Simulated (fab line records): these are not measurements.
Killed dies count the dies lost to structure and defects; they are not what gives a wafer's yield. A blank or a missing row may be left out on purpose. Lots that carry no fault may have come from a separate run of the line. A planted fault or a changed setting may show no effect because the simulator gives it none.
What tool caused it? :: flow n5 finfet :: Sampling: 9 lots, 27 wafers, 6 of 1938 route steps

== WHAT THE GAUGES READ, wafer by wafer ==
N5_WELL_APT_OVL_MEAS_09.
lot: L778
measured: day 1 19:35
on: overlay-02
NWELL_OVL (nm): 3 -6 -2

lot: L779
measured: day 2 01:35
on: overlay-02
NWELL_OVL (nm): -8 1 2

lot: L780
measured: day 2 07:49
on: overlay-01
NWELL_OVL (nm): -1 -4 3

lot: L783
measured: day 3 01:35
on: overlay-01
NWELL_OVL (nm): 4 1 6

lot: L788
measured: day 4 07:51
on: overlay-02
NWELL_OVL (nm): 71 65 67

lot: L789
measured: day 4 14:10
on: overlay-01
NWELL_OVL (nm): 70 64 60

lot: L791
measured: day 5 01:46
on: overlay-02
NWELL_OVL (nm): 1 1 0

lot: L799
measured: day 7 02:04
on: overlay-02
NWELL_OVL (nm): -1 4 -1

lot: L800
measured: day 7 07:58
on: overlay-01
NWELL_OVL (nm): -2 2 -1

N5_WELL_APT_OVL_MEAS_26.
lot: L778
measured: day 1 20:44
on: overlay-02
PWELL_OVL (nm): -6 -9 -14

lot: L779
measured: day 2 03:19
on: overlay-02
PWELL_OVL (nm): 5 8 12

lot: L780
measured: day 2 09:04
on: overlay-02
PWELL_OVL (nm): -9 -3 -4

lot: L783
measured: day 3 02:50
on: overlay-02
PWELL_OVL (nm): 4 1 0

lot: L788
measured: day 4 08:58
on: overlay-01
PWELL_OVL (nm): -11 -5 -11

lot: L789
measured: day 4 15:17
on: overlay-01
PWELL_OVL (nm): -4 -8 -1

lot: L791
measured: day 5 03:00
on: overlay-02
PWELL_OVL (nm): -5 -6 -7

lot: L799
measured: day 7 03:56
on: overlay-01
PWELL_OVL (nm): 4 -2 -3

lot: L800
measured: day 7 09:16
on: overlay-02
PWELL_OVL (nm): 4 7 0

N5_BEOL_M4_RC_MEAS_101.
lot: L778
measured: day 9 06:21
on: prober-01
DIBL_N (mV/V): 39.7 37.9 37.8
DIBL_P (mV/V): 38.0 35.7 35.3
IOFF_N (nA/um): 0.211 0.180 0.174
IOFF_P (nA/um): 0.267 0.226 0.220
ION_N (uA/um): 692 686 674
ION_P (uA/um): 469 469 463
SS_N (mV/dec): 72.4 71.0 71.6
SS_P (mV/dec): 74.2 73.1 72.9
VT_N (mV): 244.7 245.5 247.3
VT_P (mV): -246 -248 -249

lot: L779
measured: day 9 04:13
on: prober-02
DIBL_N (mV/V): 35.3 34.1 34.1
DIBL_P (mV/V): 33.7 32.7 33.6
IOFF_N (nA/um): 0.136 0.125 0.129
IOFF_P (nA/um): 0.182 0.170 0.179
ION_N (uA/um): 658 659 668
ION_P (uA/um): 455 458 458
SS_N (mV/dec): 70.3 70.5 70.8
SS_P (mV/dec): 73.0 72.9 72.8
VT_N (mV): 255.9 253.4 253.7
VT_P (mV): -250 -250 -251

lot: L780
measured: day 9 01:15
on: prober-02
DIBL_N (mV/V): 35.6 37.3 36.9
DIBL_P (mV/V): 34.5 36.0 36.0
IOFF_N (nA/um): 0.152 0.181 0.180
IOFF_P (nA/um): 0.219 0.244 0.244
ION_N (uA/um): 676 685 679
ION_P (uA/um): 470 472 468
SS_N (mV/dec): 71.3 71.9 71.7
SS_P (mV/dec): 73.5 73.3 73.9
VT_N (mV): 247.8 246.9 249.0
VT_P (mV): -246 -247 -245

lot: L783
measured: day 10 10:31
on: prober-02
DIBL_N (mV/V): 39.2 37.6 38.4
DIBL_P (mV/V): 38.2 36.8 37.3
IOFF_N (nA/um): 0.191 0.175 0.176
IOFF_P (nA/um): 0.240 0.219 0.224
ION_N (uA/um): 684 681 684
ION_P (uA/um): 465 464 466
SS_N (mV/dec): 72.3 72.0 72.6
SS_P (mV/dec): 73.7 72.9 73.1
VT_N (mV): 248.0 247.0 248.2
VT_P (mV): -246 -248 -246

lot: L788
measured: day 11 14:51
on: prober-01
DIBL_N (mV/V): 34.9 34.1 34.5
DIBL_P (mV/V): 36.0 34.6 35.8
IOFF_N (nA/um): 0.157 0.154 0.158
IOFF_P (nA/um): 0.243 0.216 0.238
ION_N (uA/um): 675 678 681
ION_P (uA/um): 467 468 472
SS_N (mV/dec): 71.3 71.1 71.1
SS_P (mV/dec): 73.4 72.9 73.4
VT_N (mV): 252.5 248.4 249.7
VT_P (mV): -242 -246 -247

lot: L789
measured: day 13 02:11
on: prober-02
DIBL_N (mV/V): 35.6 36.8 35.9
DIBL_P (mV/V): 34.4 36.1 35.5
IOFF_N (nA/um): 0.148 0.175 0.152
IOFF_P (nA/um): 0.192 0.229 0.214
ION_N (uA/um): 673 687 671
ION_P (uA/um): 458 468 464
SS_N (mV/dec): 70.7 71.4 71.7
SS_P (mV/dec): 73.2 73.6 73.0
VT_N (mV): 250.9 248.2 248.8
VT_P (mV): -250 -248 -248

lot: L791
measured: day 13 20:31
on: prober-01
DIBL_N (mV/V): 34.8 35.6 36.5
DIBL_P (mV/V): 34.5 36.9 36.5
IOFF_N (nA/um): 0.142 0.159 0.169
IOFF_P (nA/um): 0.195 0.228 0.222
ION_N (uA/um): 661 675 670
ION_P (uA/um): 454 461 459
SS_N (mV/dec): 71.8 70.3 71.2
SS_P (mV/dec): 73.4 73.5 73.4
VT_N (mV): 250.3 249.4 247.3
VT_P (mV): -251 -247 -246

lot: L799
measured: day 15 22:28
on: prober-01
DIBL_N (mV/V): 38.3 37.2 37.2
DIBL_P (mV/V): 39.0 36.4 36.5
IOFF_N (nA/um): 0.231 0.193 0.188
IOFF_P (nA/um): 0.281 0.235 0.234
ION_N (uA/um): 704 689 690
ION_P (uA/um): 477 468 468
SS_N (mV/dec): 71.8 71.3 71.6
SS_P (mV/dec): 74.7 74.4 73.3
VT_N (mV): 242.5 245.3 245.2
VT_P (mV): -245 -249 -250

lot: L800
measured: day 15 15:25
on: prober-02
DIBL_N (mV/V): 36.2 36.1 35.8
DIBL_P (mV/V): 37.2 36.6 36.3
IOFF_N (nA/um): 0.160 0.153 0.151
IOFF_P (nA/um): 0.197 0.182 0.179
ION_N (uA/um): 679 676 679
ION_P (uA/um): 461 457 460
SS_N (mV/dec): 71.8 71.3 70.9
SS_P (mV/dec): 72.2 72.6 72.6
VT_N (mV): 248.6 251.2 250.6
VT_P (mV): -252 -250 -252

== TOOL THAT RAN EACH LOT (tool first, then ch and the chambers of the sampled wafers, then the start) ==
lot: L778
N5_WELL_APT_EXPOSE_05: krf scanner-01 ch 0, day 1 19:23
N5_WELL_APT_DESCUM_13: rie diel-04 ch 0,2, day 1 19:39
N5_PMOS_HMC_CHANNEL_EPI_DESCUM_14: rie diel-02 ch 2,3, day 1 23:02

lot: L779
N5_WELL_APT_EXPOSE_05: krf scanner-01 ch 0, day 2 01:23
N5_WELL_APT_DESCUM_13: rie diel-05 ch 0,2,3, day 2 02:07
N5_PMOS_HMC_CHANNEL_EPI_DESCUM_14: rie diel-02 ch 1,2,3, day 2 06:11

lot: L780
N5_WELL_APT_EXPOSE_05: krf scanner-01 ch 0, day 2 07:38
N5_WELL_APT_DESCUM_13: rie diel-05 ch 0,1, day 2 07:53
N5_PMOS_HMC_CHANNEL_EPI_DESCUM_14: rie diel-06 ch 1,2,3, day 2 11:20

lot: L783
N5_WELL_APT_EXPOSE_05: krf scanner-02 ch 0, day 3 01:23
N5_WELL_APT_DESCUM_13: rie diel-05 ch 0,1, day 3 01:38
N5_PMOS_HMC_CHANNEL_EPI_DESCUM_14: rie diel-06 ch 0,2, day 3 05:23

lot: L788
N5_WELL_APT_EXPOSE_05: krf scanner-02 ch 0, day 4 07:39
N5_WELL_APT_DESCUM_13: rie diel-04 ch 1,2,3, day 4 07:55
N5_PMOS_HMC_CHANNEL_EPI_DESCUM_14: rie diel-02 ch 1,2,3, day 4 11:13

lot: L789
N5_WELL_APT_EXPOSE_05: krf scanner-02 ch 0, day 4 13:58
N5_WELL_APT_DESCUM_13: rie diel-01 ch 0,2,3, day 4 14:13
N5_PMOS_HMC_CHANNEL_EPI_DESCUM_14: rie diel-03 ch 0,2,3, day 4 17:52

lot: L791
N5_WELL_APT_EXPOSE_05: krf scanner-01 ch 0, day 5 01:33
N5_WELL_APT_DESCUM_13: rie diel-04 ch 1,2,3, day 5 01:49
N5_PMOS_HMC_CHANNEL_EPI_DESCUM_14: rie diel-02 ch 2,3, day 5 05:21

lot: L799
N5_WELL_APT_EXPOSE_05: krf scanner-01 ch 0, day 7 01:52
N5_WELL_APT_DESCUM_13: rie diel-01 ch 0,1,2, day 7 02:53
N5_PMOS_HMC_CHANNEL_EPI_DESCUM_14: rie diel-03 ch 0,1,3, day 7 06:40

lot: L800
N5_WELL_APT_EXPOSE_05: krf scanner-01 ch 0, day 7 07:46
N5_WELL_APT_DESCUM_13: rie diel-05 ch 1,3, day 7 08:01
N5_PMOS_HMC_CHANNEL_EPI_DESCUM_14: rie diel-02 ch 0,1,2, day 7 11:56
- N5_WELL_APT_EXPOSE_05: exposes mask NWELL, defocus 0 nm, target cd 200 nm.
- N5_WELL_APT_DESCUM_13: chemistry O2, time 7.9 s.
- N5_PMOS_HMC_CHANNEL_EPI_DESCUM_14: chemistry O2, time 7.9 s.

== AS READ BY THE TOOLS THEMSELVES (means over the sampled wafers that have a number; for cases with no such wafer, the mark the record gives instead) ==
N5_WELL_APT_DESCUM_13.
lot: L778
tool: rie diel-04
drypump motor current A (A): 5.7
o2 flow sccm (sccm): 224.7
oes product au (a.u.): 0.75
rf vpp V (V): 244.5
showerhead plenum p Torr (Torr): 2.12
throttle valve pct (%): 20.56

lot: L779
tool: rie diel-05
drypump motor current A (A): 5.9
o2 flow sccm (sccm): 224.8
oes product au (a.u.): 0.85
rf vpp V (V): 243.1
showerhead plenum p Torr (Torr): 2.15
throttle valve pct (%): 20.55

lot: L780
tool: rie diel-05
drypump motor current A (A): 6.3
o2 flow sccm (sccm): 225.4
oes product au (a.u.): 0.86
rf vpp V (V): 244.0
showerhead plenum p Torr (Torr): 2.15
throttle valve pct (%): 20.29

lot: L783
tool: rie diel-05
drypump motor current A (A): 6.3
o2 flow sccm (sccm): 225.2
oes product au (a.u.): 0.84
rf vpp V (V): 244.3
showerhead plenum p Torr (Torr): 2.15
throttle valve pct (%): 20.30

lot: L788
tool: rie diel-04
drypump motor current A (A): 5.7
o2 flow sccm (sccm): 224.7
oes product au (a.u.): 0.71
rf vpp V (V): 243.4
showerhead plenum p Torr (Torr): 2.10
throttle valve pct (%): 20.58

lot: L789
tool: rie diel-01
drypump motor current A (A): 5.5
o2 flow sccm (sccm): 225.3
oes product au (a.u.): 0.82
rf vpp V (V): 243.3
showerhead plenum p Torr (Torr): 2.11
throttle valve pct (%): 20.42

lot: L791
tool: rie diel-04
drypump motor current A (A): 5.8
o2 flow sccm (sccm): 224.9
oes product au (a.u.): 0.70
rf vpp V (V): 242.9
showerhead plenum p Torr (Torr): 2.10
throttle valve pct (%): 20.58

lot: L799
tool: rie diel-01
drypump motor current A (A): 5.7
o2 flow sccm (sccm): 225.0
oes product au (a.u.): 0.78
rf vpp V (V): 242.8
showerhead plenum p Torr (Torr): 2.10
throttle valve pct (%): 20.45

lot: L800
tool: rie diel-05
drypump motor current A (A): 6.2
o2 flow sccm (sccm): 225.2
oes product au (a.u.): 0.81
rf vpp V (V): 242.2
showerhead plenum p Torr (Torr): 2.05
throttle valve pct (%): 20.48

N5_PMOS_HMC_CHANNEL_EPI_DESCUM_14.
lot: L778
tool: rie diel-02
drypump motor current A (A): 5.9
o2 flow sccm (sccm): 225.1
oes product au (a.u.): 0.81
rf vpp V (V): 243.8
showerhead plenum p Torr (Torr): 2.15
throttle valve pct (%): 20.56

lot: L779
tool: rie diel-02
drypump motor current A (A): 6.1
o2 flow sccm (sccm): 225.2
oes product au (a.u.): 0.78
rf vpp V (V): 242.8
showerhead plenum p Torr (Torr): 2.13
throttle valve pct (%): 20.55

lot: L780
tool: rie diel-06
drypump motor current A (A): 5.8
o2 flow sccm (sccm): 225.1
oes product au (a.u.): 0.75
rf vpp V (V): 243.4
showerhead plenum p Torr (Torr): 2.09
throttle valve pct (%): 20.53

lot: L783
tool: rie diel-06
drypump motor current A (A): 6.0
o2 flow sccm (sccm): 225.2
oes product au (a.u.): 0.74
rf vpp V (V): 242.1
showerhead plenum p Torr (Torr): 2.04
throttle valve pct (%): 20.32

lot: L788
tool: rie diel-02
drypump motor current A (A): 6.1
o2 flow sccm (sccm): 224.8
oes product au (a.u.): 0.76
rf vpp V (V): 243.3
showerhead plenum p Torr (Torr): 2.12
throttle valve pct (%): 20.58

lot: L789
tool: rie diel-03
drypump motor current A (A): 5.2
o2 flow sccm (sccm): 225.2
oes product au (a.u.): 0.76
rf vpp V (V): 241.9
showerhead plenum p Torr (Torr): 2.01
throttle valve pct (%): 20.46

lot: L791
tool: rie diel-02
drypump motor current A (A): 5.9
o2 flow sccm (sccm): 225.0
oes product au (a.u.): 0.78
rf vpp V (V): 243.8
showerhead plenum p Torr (Torr): 2.14
throttle valve pct (%): 20.59

lot: L799
tool: rie diel-03
drypump motor current A (A): 5.4
o2 flow sccm (sccm): 224.2
oes product au (a.u.): 0.85
rf vpp V (V): 243.6
showerhead plenum p Torr (Torr): 2.15
throttle valve pct (%): 20.31

lot: L800
tool: rie diel-02
drypump motor current A (A): 6.0
o2 flow sccm (sccm): 225.0
oes product au (a.u.): 0.87
rf vpp V (V): 243.2
showerhead plenum p Torr (Torr): 2.13
throttle valve pct (%): 20.36

== THE ANSWER, worked out from the rows above alone ==
Rule: the lots themselves supply what counts as usual. Put in order of their means at a reading, lots are off if they are a third of the lots or fewer, leave a main group of 4 or more, and stand apart from it by a gap of 3 or more times the standard deviation of the main group's means; of several such gaps the widest counts. Not used: any main group whose means are identical at the precision the tables above print for the reading. A lot without any number at a reading at which 4 lots or more have one is off too. All remaining lots with rows at the step are treated as sound. The gauges are gone through in route order, then the tools' own readings, and for those a lot's mean is taken as printed above. The first step at which some lot is off is used, and at that step the reading that is off furthest; a lot without a number counts as furthest.
Off: L788, L789, at N5_WELL_APT_OVL_MEAS_09 (NWELL_OVL). The main group has a mean of 0 nm with a standard deviation of 1.7.
A tool fits if, at a process step before that reading, it ran every lot that is off, and no sound lot after the first of them. The gauges at N5_WELL_APT_OVL_MEAS_09 are tried like those tools. One fits: krf scanner-02 at N5_WELL_APT_EXPOSE_05. A fault onset in the window from L783 (day 3 01:23, its last sound lot) to L788 (day 4 07:39, its first lot off) fits.

== WHAT THE SIMULATOR HAD PUT IN ==
Scanner matching overlay: krf scanner-02, from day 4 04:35 on, at N5_WELL_APT_EXPOSE_05. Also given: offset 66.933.
Struck lots among those shown: L788, L789. Same finding as the rule above.
